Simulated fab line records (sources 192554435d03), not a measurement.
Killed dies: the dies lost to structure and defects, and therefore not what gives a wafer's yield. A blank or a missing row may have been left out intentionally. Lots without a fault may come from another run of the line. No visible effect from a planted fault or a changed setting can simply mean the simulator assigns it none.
Which of the tools did it? || flow n5 finfet || 9 lots, 26 wafers sampled, at 5 steps of a route of 1938

WHAT THE GAUGES SHOWED, per wafer
N5_BEOL_M4_RC_MEAS_101. Usual: DIBL_N 36.5 mV/V, standard deviation 1.8; DIBL_P 36.5 mV/V, standard deviation 2.1; IOFF_N 0.17 nA/um, standard deviation 0.031; IOFF_P 0.22 nA/um, standard deviation 0.036; ION_N 677 uA/um, standard deviation 11; ION_P 463 uA/um, standard deviation 8; SS_N 71.6 mV/dec, standard deviation 0.61; SS_P 73.3 mV/dec, standard deviation 0.63; VT_N 249 mV, standard deviation 3.1; VT_P -250 mV, standard deviation 3.3.
{"lot": "L292", "measured": "day 8 14:43", "on": "prober-02", "DIBL_N (mV/V)": "40.8 37.6 37.2", "DIBL_P (mV/V)": "41.5 38.2 36.6", "IOFF_N (nA/um)": "0.23 0.17 0.15", "IOFF_P (nA/um)": "0.26 0.20 0.18", "ION_N (uA/um)": "683 688 675", "ION_P (uA/um)": "462 465 454", "SS_N (mV/dec)": "72.8 71.1 71.1", "SS_P (mV/dec)": "74.2 73.7 73.3", "VT_N (mV)": "245 248 251", "VT_P (mV)": "-250 -253 -255", "flag": ""}
{"lot": "L294", "measured": "day 9 10:14", "on": "prober-01", "DIBL_N (mV/V)": "38.5 34.7 36.1", "DIBL_P (mV/V)": "38.5 34.7 35.5", "IOFF_N (nA/um)": "0.21 0.14 0.15", "IOFF_P (nA/um)": "0.26 0.20 0.20", "ION_N (uA/um)": "694 681 679", "ION_P (uA/um)": "476 468 469", "SS_N (mV/dec)": "72.0 71.0 71.7", "SS_P (mV/dec)": "73.7 72.8 73.1", "VT_N (mV)": "242 250 250", "VT_P (mV)": "-245 -248 -249", "flag": ""}
{"lot": "L302", "measured": "day 11 07:36", "on": "prober-02", "DIBL_N (mV/V)": "38.1 38.4 34.5", "DIBL_P (mV/V)": "37.8 38.9 34.7", "IOFF_N (nA/um)": "0.17 0.19 0.12", "IOFF_P (nA/um)": "0.20 0.23 0.16", "ION_N (uA/um)": "675 684 672", "ION_P (uA/um)": "452 464 462", "SS_N (mV/dec)": "72.2 72.9 71.4", "SS_P (mV/dec)": "73.4 74.0 73.6", "VT_N (mV)": "251 248 252", "VT_P (mV)": "-251 -251 -255", "flag": ""}
{"lot": "L304", "measured": "day 12 01:16", "on": "prober-01", "DIBL_N (mV/V)": "38.7 36.5 37.8", "DIBL_P (mV/V)": "39.2 36.5 38.0", "IOFF_N (nA/um)": "0.20 0.16 0.18", "IOFF_P (nA/um)": "0.24 0.19 0.21", "ION_N (uA/um)": "682 671 691", "ION_P (uA/um)": "463 458 462", "SS_N (mV/dec)": "71.7 71.4 71.4", "SS_P (mV/dec)": "74.4 73.7 73.2", "VT_N (mV)": "247 250 250", "VT_P (mV)": "-250 -252 -254", "flag": ""}
{"lot": "L308", "measured": "day 12 10:23", "on": "prober-02", "DIBL_N (mV/V)": "37.5 36.0 36.7", "DIBL_P (mV/V)": "38.0 36.8 37.7", "IOFF_N (nA/um)": "0.20 0.18 0.19", "IOFF_P (nA/um)": "0.29 0.27 0.30", "ION_N (uA/um)": "688 694 692", "ION_P (uA/um)": "475 482 478", "SS_N (mV/dec)": "72.0 71.0 71.7", "SS_P (mV/dec)": "73.8 73.5 73.9", "VT_N (mV)": "246 246 248", "VT_P (mV)": "-242 -243 -241", "flag": ""}
{"lot": "L307", "measured": "day 12 13:29", "on": "prober-02", "DIBL_N (mV/V)": "38.7 35.6 38.0", "DIBL_P (mV/V)": "39.5 35.4 37.7", "IOFF_N (nA/um)": "0.19 0.13 0.17", "IOFF_P (nA/um)": "0.25 0.19 0.22", "ION_N (uA/um)": "680 669 669", "ION_P (uA/um)": "469 461 460", "SS_N (mV/dec)": "71.8 71.8 72.6", "SS_P (mV/dec)": "73.7 73.0 73.1", "VT_N (mV)": "247 253 249", "VT_P (mV)": "-249 -252 -249", "flag": ""}
{"lot": "L310", "measured": "day 13 21:04", "on": "prober-02", "DIBL_N (mV/V)": "33.1 36.2", "DIBL_P (mV/V)": "32.2 36.9", "IOFF_N (nA/um)": "0.11 0.17", "IOFF_P (nA/um)": "0.17 0.22", "ION_N (uA/um)": "649 664", "ION_P (uA/um)": "458 463", "SS_N (mV/dec)": "70.5 72.0", "SS_P (mV/dec)": "72.9 72.4", "VT_N (mV)": "253 251", "VT_P (mV)": "-252 -249", "flag": ""}
{"lot": "L311", "measured": "day 14 00:46", "on": "prober-02", "DIBL_N (mV/V)": "36.9 38.9 35.3", "DIBL_P (mV/V)": "37.0 39.9 35.8", "IOFF_N (nA/um)": "0.17 0.21 0.16", "IOFF_P (nA/um)": "0.25 0.29 0.22", "ION_N (uA/um)": "673 687 683", "ION_P (uA/um)": "465 476 472", "SS_N (mV/dec)": "71.8 72.7 71.2", "SS_P (mV/dec)": "73.1 73.8 72.8", "VT_N (mV)": "247 247 250", "VT_P (mV)": "-246 -243 -248", "flag": ""}
{"lot": "L312", "measured": "day 14 23:12", "on": "prober-01", "DIBL_N (mV/V)": "37.0 40.1 38.5", "DIBL_P (mV/V)": "35.4 39.8 38.1", "IOFF_N (nA/um)": "0.15 0.20 0.18", "IOFF_P (nA/um)": "0.20 0.28 0.25", "ION_N (uA/um)": "662 673 667", "ION_P (uA/um)": "456 465 461", "SS_N (mV/dec)": "72.7 72.6 71.9", "SS_P (mV/dec)": "72.6 74.4 73.8", "VT_N (mV)": "253 251 248", "VT_P (mV)": "-251 -245 -247", "flag": ""}

WHICH TOOL RAN EACH LOT (tool, then ch and the chambers of the sampled wafers, then the start)
{"lot": "L292", "N5_BEOL_M2_ALD_98": "ald sin-04 ch 0,3, day 7 06:56", "N5_BEOL_M2_VIA_ETCH_34": "rie diel-05 ch 1,2, day 7 08:07", "N5_BEOL_M2_TRENCH_ETCH_37": "rie diel-05 ch 1,2, day 7 08:56 or earlier", "N5_BEOL_M2_DEGAS_44": "pvd sputter-01, day 7 08:56"}
{"lot": "L294", "N5_BEOL_M2_ALD_98": "ald sin-04 ch 0,1,2, day 7 20:34", "N5_BEOL_M2_VIA_ETCH_34": "rie diel-03 ch 0,2,3, day 8 03:59", "N5_BEOL_M2_TRENCH_ETCH_37": "rie diel-03 ch 0,2,3, day 8 04:40 or earlier", "N5_BEOL_M2_DEGAS_44": "pvd sputter-03, day 8 04:40"}
{"lot": "L302", "N5_BEOL_M2_ALD_98": "ald sin-04 ch 1,2,3, day 10 01:26", "N5_BEOL_M2_VIA_ETCH_34": "rie diel-03 ch 0,2, day 10 02:45", "N5_BEOL_M2_TRENCH_ETCH_37": "rie diel-03 ch 0,2, day 10 03:28 or earlier", "N5_BEOL_M2_DEGAS_44": "pvd sputter-02, day 10 03:28"}
{"lot": "L304", "N5_BEOL_M2_ALD_98": "ald sin-04 ch 1,2, day 10 10:35", "N5_BEOL_M2_VIA_ETCH_34": "rie diel-03 ch 0,1, day 10 17:20", "N5_BEOL_M2_TRENCH_ETCH_37": "rie diel-03 ch 0,1, day 10 18:51 or earlier", "N5_BEOL_M2_DEGAS_44": "pvd sputter-03, day 10 18:51"}
{"lot": "L308", "N5_BEOL_M2_ALD_98": "ald sin-02 ch 1,3, day 10 23:02", "N5_BEOL_M2_VIA_ETCH_34": "rie diel-04 ch 0,2, day 11 02:41", "N5_BEOL_M2_TRENCH_ETCH_37": "rie diel-04 ch 0,2, day 11 03:17 or earlier", "N5_BEOL_M2_DEGAS_44": "pvd sputter-02, day 11 03:17"}
{"lot": "L307", "N5_BEOL_M2_ALD_98": "ald sin-04 ch 1,2,3, day 11 02:16", "N5_BEOL_M2_VIA_ETCH_34": "rie diel-05 ch 0,2, day 11 03:44", "N5_BEOL_M2_TRENCH_ETCH_37": "rie diel-05 ch 0,2, day 11 04:11 or earlier", "N5_BEOL_M2_DEGAS_44": "pvd sputter-02, day 11 04:11"}
{"lot": "L310", "N5_BEOL_M2_ALD_98": "ald sin-04 ch 2,3, day 12 07:58", "N5_BEOL_M2_VIA_ETCH_34": "rie diel-04 ch 0,3, day 12 13:26", "N5_BEOL_M2_TRENCH_ETCH_37": "rie diel-04 ch 0,3, day 12 14:14 or earlier", "N5_BEOL_M2_DEGAS_44": "pvd sputter-02, day 12 14:14"}
{"lot": "L311", "N5_BEOL_M2_ALD_98": "ald sin-04 ch 1,2,3, day 12 10:50", "N5_BEOL_M2_VIA_ETCH_34": "rie diel-05 ch 0,1,2, day 12 17:05", "N5_BEOL_M2_TRENCH_ETCH_37": "rie diel-05 ch 0,1,2, day 12 17:47 or earlier", "N5_BEOL_M2_DEGAS_44": "pvd sputter-02, day 12 17:47"}
{"lot": "L312", "N5_BEOL_M2_ALD_98": "ald sin-02 ch 0,2,3, day 12 14:50", "N5_BEOL_M2_VIA_ETCH_34": "rie diel-04 ch 2,3, day 12 17:05", "N5_BEOL_M2_TRENCH_ETCH_37": "rie diel-04 ch 2,3, day 12 17:42 or earlier", "N5_BEOL_M2_DEGAS_44": "pvd sputter-02, day 12 17:42"}
- N5_BEOL_M2_ALD_98: deposits SiO2, target thk 2.5 nm, pulse time 1 s, co reactant pulse time 1 s.
- N5_BEOL_M2_VIA_ETCH_34: etches the open film in C4F6/O2, target depth 69.4 nm, time 65.9 s.
- N5_BEOL_M2_TRENCH_ETCH_37: etches SiOC in C4F6/O2, target depth 55.555 nm, time 29.2 s.
- N5_BEOL_M2_DEGAS_44: time 60 s.

AS READ BY THE TOOLS THEMSELVES (means over the sampled wafers that have a number; for cases with no such wafer, the mark the record gives instead)
N5_BEOL_M2_ALD_98. Usual: heater power w 83 W, standard deviation 9.7; precursor pulse height rel 1.000, standard deviation 0.019.
{"lot": "L292", "tool": "ald sin-04", "heater power w (W)": 87, "precursor pulse height rel": 0.976, "flag": ""}
{"lot": "L294", "tool": "ald sin-04", "heater power w (W)": 82, "precursor pulse height rel": 0.989, "flag": ""}
{"lot": "L302", "tool": "ald sin-04", "heater power w (W)": 91, "precursor pulse height rel": 1.009, "flag": ""}
{"lot": "L304", "tool": "ald sin-04", "heater power w (W)": 91, "precursor pulse height rel": 0.987, "flag": ""}
{"lot": "L308", "tool": "ald sin-02", "heater power w (W)": 81, "precursor pulse height rel": 1.030, "flag": ""}
{"lot": "L307", "tool": "ald sin-04", "heater power w (W)": 92, "precursor pulse height rel": 0.981, "flag": ""}
{"lot": "L310", "tool": "ald sin-04", "heater power w (W)": 93, "precursor pulse height rel": 1.010, "flag": ""}
{"lot": "L311", "tool": "ald sin-04", "heater power w (W)": 91, "precursor pulse height rel": 1.005, "flag": ""}
{"lot": "L312", "tool": "ald sin-02", "heater power w (W)": 80, "precursor pulse height rel": 1.000, "flag": ""}

N5_BEOL_M2_VIA_ETCH_34. Usual: value, then standard deviation, for each; chamber pressure mTorr 14.999 mTorr / 0.013; drypump motor current A 5.8 A / 0.35; mfc ar sccm 299.9 sccm / 0.9; oes product au 0.80 a.u. / 0.097; rf vpp V 667 V / 15; showerhead plenum p Torr 2.85 Torr / 0.098; throttle valve pct 30.7 % / 0.33.
{"lot": "L292", "tool": "rie diel-05", "chamber pressure mTorr (mTorr)": 15.001, "drypump motor current A (A)": 5.4, "mfc ar sccm (sccm)": 300.8, "oes product au (a.u.)": 0.78, "rf vpp V (V)": 670, "showerhead plenum p Torr (Torr)": 2.81, "throttle valve pct (%)": 30.5, "flag": ""}
{"lot": "L294", "tool": "rie diel-03", "chamber pressure mTorr (mTorr)": 14.997, "drypump motor current A (A)": 5.7, "mfc ar sccm (sccm)": 299.9, "oes product au (a.u.)": 0.77, "rf vpp V (V)": 656, "showerhead plenum p Torr (Torr)": 2.81, "throttle valve pct (%)": 30.5, "flag": ""}
{"lot": "L302", "tool": "rie diel-03", "chamber pressure mTorr (mTorr)": 15.004, "drypump motor current A (A)": 5.9, "mfc ar sccm (sccm)": 301.0, "oes product au (a.u.)": 0.68, "rf vpp V (V)": 658, "showerhead plenum p Torr (Torr)": 2.77, "throttle valve pct (%)": 30.5, "flag": ""}
{"lot": "L304", "tool": "rie diel-03", "chamber pressure mTorr (mTorr)": 14.998, "drypump motor current A (A)": 5.8, "mfc ar sccm (sccm)": 299.5, "oes product au (a.u.)": 0.73, "rf vpp V (V)": 677, "showerhead plenum p Torr (Torr)": 2.90, "throttle valve pct (%)": 30.4, "flag": ""}
{"lot": "L308", "tool": "rie diel-04", "chamber pressure mTorr (mTorr)": 14.991, "drypump motor current A (A)": 5.8, "mfc ar sccm (sccm)": 299.5, "oes product au (a.u.)": 0.78, "rf vpp V (V)": 674, "showerhead plenum p Torr (Torr)": 2.77, "throttle valve pct (%)": 31.0, "flag": ""}
{"lot": "L307", "tool": "rie diel-05", "chamber pressure mTorr (mTorr)": 14.992, "drypump motor current A (A)": 6.1, "mfc ar sccm (sccm)": 300.0, "oes product au (a.u.)": 0.82, "rf vpp V (V)": 666, "showerhead plenum p Torr (Torr)": 2.98, "throttle valve pct (%)": 30.8, "flag": ""}
{"lot": "L310", "tool": "rie diel-04", "chamber pressure mTorr (mTorr)": 14.997, "drypump motor current A (A)": 6.1, "mfc ar sccm (sccm)": 299.8, "oes product au (a.u.)": 0.91, "rf vpp V (V)": 660, "showerhead plenum p Torr (Torr)": 2.90, "throttle valve pct (%)": 31.1, "flag": ""}
{"lot": "L311", "tool": "rie diel-05", "chamber pressure mTorr (mTorr)": 15.004, "drypump motor current A (A)": 5.8, "mfc ar sccm (sccm)": 300.2, "oes product au (a.u.)": 0.76, "rf vpp V (V)": 668, "showerhead plenum p Torr (Torr)": 2.89, "throttle valve pct (%)": 30.7, "flag": ""}
{"lot": "L312", "tool": "rie diel-04", "chamber pressure mTorr (mTorr)": 15.005, "drypump motor current A (A)": 5.6, "mfc ar sccm (sccm)": 298.9, "oes product au (a.u.)": 0.83, "rf vpp V (V)": 678, "showerhead plenum p Torr (Torr)": 2.82, "throttle valve pct (%)": 30.6, "flag": ""}

N5_BEOL_M2_TRENCH_ETCH_37. Usual: value, then standard deviation, for each; chamber pressure mTorr 29.997 mTorr / 0.027; drypump motor current A 5.8 A / 0.35; mfc ar sccm 300.0 sccm / 0.89; oes product au 0.80 a.u. / 0.097; rf vpp V 667 V / 15; showerhead plenum p Torr 2.85 Torr / 0.098; throttle valve pct 20.80 % / 0.24.
{"lot": "L292", "tool": "rie diel-05", "chamber pressure mTorr (mTorr)": 29.998, "drypump motor current A (A)": 5.4, "mfc ar sccm (sccm)": 300.8, "oes product au (a.u.)": 0.78, "rf vpp V (V)": 669, "showerhead plenum p Torr (Torr)": 2.82, "throttle valve pct (%)": 20.68, "flag": ""}
{"lot": "L294", "tool": "rie diel-03", "chamber pressure mTorr (mTorr)": 30.006, "drypump motor current A (A)": 5.7, "mfc ar sccm (sccm)": 300.6, "oes product au (a.u.)": 0.77, "rf vpp V (V)": 656, "showerhead plenum p Torr (Torr)": 2.81, "throttle valve pct (%)": 20.70, "flag": ""}
{"lot": "L302", "tool": "rie diel-03", "chamber pressure mTorr (mTorr)": 30.005, "drypump motor current A (A)": 5.8, "mfc ar sccm (sccm)": 299.3, "oes product au (a.u.)": 0.68, "rf vpp V (V)": 658, "showerhead plenum p Torr (Torr)": 2.78, "throttle valve pct (%)": 20.71, "flag": ""}
{"lot": "L304", "tool": "rie diel-03", "chamber pressure mTorr (mTorr)": 30.014, "drypump motor current A (A)": 5.8, "mfc ar sccm (sccm)": 299.5, "oes product au (a.u.)": 0.73, "rf vpp V (V)": 679, "showerhead plenum p Torr (Torr)": 2.90, "throttle valve pct (%)": 20.62, "flag": ""}
{"lot": "L308", "tool": "rie diel-04", "chamber pressure mTorr (mTorr)": 30.003, "drypump motor current A (A)": 5.8, "mfc ar sccm (sccm)": 299.9, "oes product au (a.u.)": 0.78, "rf vpp V (V)": 674, "showerhead plenum p Torr (Torr)": 2.78, "throttle valve pct (%)": 20.97, "flag": ""}
{"lot": "L307", "tool": "rie diel-05", "chamber pressure mTorr (mTorr)": 29.992, "drypump motor current A (A)": 6.1, "mfc ar sccm (sccm)": 300.1, "oes product au (a.u.)": 0.81, "rf vpp V (V)": 666, "showerhead plenum p Torr (Torr)": 2.99, "throttle valve pct (%)": 20.81, "flag": ""}
{"lot": "L310", "tool": "rie diel-04", "chamber pressure mTorr (mTorr)": 30.017, "drypump motor current A (A)": 6.1, "mfc ar sccm (sccm)": 300.4, "oes product au (a.u.)": 0.90, "rf vpp V (V)": 659, "showerhead plenum p Torr (Torr)": 2.91, "throttle valve pct (%)": 20.95, "flag": ""}
{"lot": "L311", "tool": "rie diel-05", "chamber pressure mTorr (mTorr)": 30.015, "drypump motor current A (A)": 5.8, "mfc ar sccm (sccm)": 301.5, "oes product au (a.u.)": 0.76, "rf vpp V (V)": 667, "showerhead plenum p Torr (Torr)": 2.89, "throttle valve pct (%)": 20.79, "flag": ""}
{"lot": "L312", "tool": "rie diel-04", "chamber pressure mTorr (mTorr)": 30.007, "drypump motor current A (A)": 5.6, "mfc ar sccm (sccm)": 300.0, "oes product au (a.u.)": 0.83, "rf vpp V (V)": 677, "showerhead plenum p Torr (Torr)": 2.83, "throttle valve pct (%)": 20.72, "flag": ""}

N5_BEOL_M2_DEGAS_44. Usual: heater power w 336 W, standard deviation 54.
{"lot": "L292", "tool": "pvd sputter-01", "heater power w (W)": 333, "flag": ""}
{"lot": "L294", "tool": "pvd sputter-03", "heater power w (W)": 307, "flag": ""}
{"lot": "L302", "tool": "pvd sputter-02", "heater power w (W)": 395, "flag": ""}
{"lot": "L304", "tool": "pvd sputter-03", "heater power w (W)": 311, "flag": ""}
{"lot": "L308", "tool": "pvd sputter-02", "heater power w (W)": 366, "flag": ""}
{"lot": "L307", "tool": "pvd sputter-02", "heater power w (W)": 392, "flag": ""}
{"lot": "L310", "tool": "pvd sputter-02", "heater power w (W)": 382, "flag": ""}
{"lot": "L311", "tool": "pvd sputter-02", "heater power w (W)": 334, "flag": ""}
{"lot": "L312", "tool": "pvd sputter-02", "heater power w (W)": 302, "flag": ""}

THE ANSWER, worked out from the rows above alone
Rule: take the mean of a lot's wafers that have a number; if it is more than 3 standard deviations from the usual mean, the lot is off. A lot without any number at a reading at which 4 lots or more have one is off too. All remaining lots with rows at the step are treated as sound. After the gauges, taken in route order, come the tools' own readings; for these a lot's mean is taken, as printed above. At the first step where some lot is off, the reading lying furthest off is the one used; lots without a number count as furthest.
Nothing can be told from this: no lot is off at any reading shown.

WHAT WAS PUT IN BY THE SIMULATOR
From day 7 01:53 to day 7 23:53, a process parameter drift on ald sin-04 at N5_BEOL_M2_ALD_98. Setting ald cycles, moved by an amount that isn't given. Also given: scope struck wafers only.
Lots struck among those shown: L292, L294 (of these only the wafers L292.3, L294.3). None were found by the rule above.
